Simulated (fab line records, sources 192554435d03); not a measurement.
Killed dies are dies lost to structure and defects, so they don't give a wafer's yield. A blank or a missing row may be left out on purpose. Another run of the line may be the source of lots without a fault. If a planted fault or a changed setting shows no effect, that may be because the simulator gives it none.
Chamber matching || flow n5Finfet || 4 sister chambers for N5_MOL_CONTACT_COAG_ETCHBACK_135 on rieDiel-06
The step etches SiO2 in CHF3, target depth 25 nm, time 16.7 s. 8 wafers are shown with their chamber, then 10 later ones without.

== WAFERS, EACH WITH ITS CHAMBER ==
{"wafer": "L076.5", "chamber": 2, "rfVppV (V)": 522, "drypumpMotorCurrentA (A)": 5.9}
{"wafer": "L083.2", "chamber": 3, "rfVppV (V)": 529, "drypumpMotorCurrentA (A)": 5.0}
{"wafer": "L088.5", "chamber": 0, "rfVppV (V)": 554, "drypumpMotorCurrentA (A)": 6.3}
{"wafer": "L090.1", "chamber": 3, "rfVppV (V)": 530, "drypumpMotorCurrentA (A)": 5.1}
{"wafer": "L090.2", "chamber": 2, "rfVppV (V)": 523, "drypumpMotorCurrentA (A)": 5.9}
{"wafer": "L090.3", "chamber": 1, "rfVppV (V)": 515, "drypumpMotorCurrentA (A)": 6.5}
{"wafer": "L094.1", "chamber": 1, "rfVppV (V)": 516, "drypumpMotorCurrentA (A)": 6.5}
{"wafer": "L094.2", "chamber": 0, "rfVppV (V)": 554, "drypumpMotorCurrentA (A)": 6.3}

== WAFERS WITHOUT THEIR CHAMBER ==
{"wafer": "L094.5", "rfVppV (V)": 529, "drypumpMotorCurrentA (A)": 5.0}
{"wafer": "L095.1", "rfVppV (V)": 522, "drypumpMotorCurrentA (A)": 5.9}
{"wafer": "L095.2", "rfVppV (V)": 554, "drypumpMotorCurrentA (A)": 6.3}
{"wafer": "L095.5", "rfVppV (V)": 514, "drypumpMotorCurrentA (A)": 6.5}
{"wafer": "L096.1", "rfVppV (V)": 523, "drypumpMotorCurrentA (A)": 5.9}
{"wafer": "L096.2", "rfVppV (V)": 516, "drypumpMotorCurrentA (A)": 6.5}
{"wafer": "L096.6", "rfVppV (V)": 516, "drypumpMotorCurrentA (A)": 6.5}
{"wafer": "L097.1", "rfVppV (V)": 522, "drypumpMotorCurrentA (A)": 5.9}
{"wafer": "L097.3", "rfVppV (V)": 515, "drypumpMotorCurrentA (A)": 6.5}
{"wafer": "L097.5", "rfVppV (V)": 555, "drypumpMotorCurrentA (A)": 6.3}

== THE CHAMBER EACH PASSED THROUGH ==
{"wafer": "L094.5", "from the rows above": 3, "in truth": 3}
{"wafer": "L095.1", "from the rows above": 2, "in truth": 2}
{"wafer": "L095.2", "from the rows above": 0, "in truth": 0}
{"wafer": "L095.5", "from the rows above": 1, "in truth": 1}
{"wafer": "L096.1", "from the rows above": 2, "in truth": 2}
{"wafer": "L096.2", "from the rows above": 1, "in truth": 1}
{"wafer": "L096.6", "from the rows above": 1, "in truth": 1}
{"wafer": "L097.1", "from the rows above": 2, "in truth": 2}
{"wafer": "L097.3", "from the rows above": 1, "in truth": 1}
{"wafer": "L097.5", "from the rows above": 0, "in truth": 0}
Correct placement for 10 of the 10. Can't be placed from these rows: 0. Wrongly placed: 0.
How it was worked out, from the rows above alone: a wafer's distance from a chamber is the root of the sum, over the readings, of the square of ((its reading less the chamber's mean) divided by the reading's scatter). If the next closest chamber is less than 2 further off than the closest, the wafer can't be placed; otherwise it belongs to the closest. For every chamber, the mean is computed from those of its wafers that are shown. The scatter: take each reading less its chamber's mean, square it, sum over the shown wafers, divide by the number of wafers less the number of chambers, and take the root.
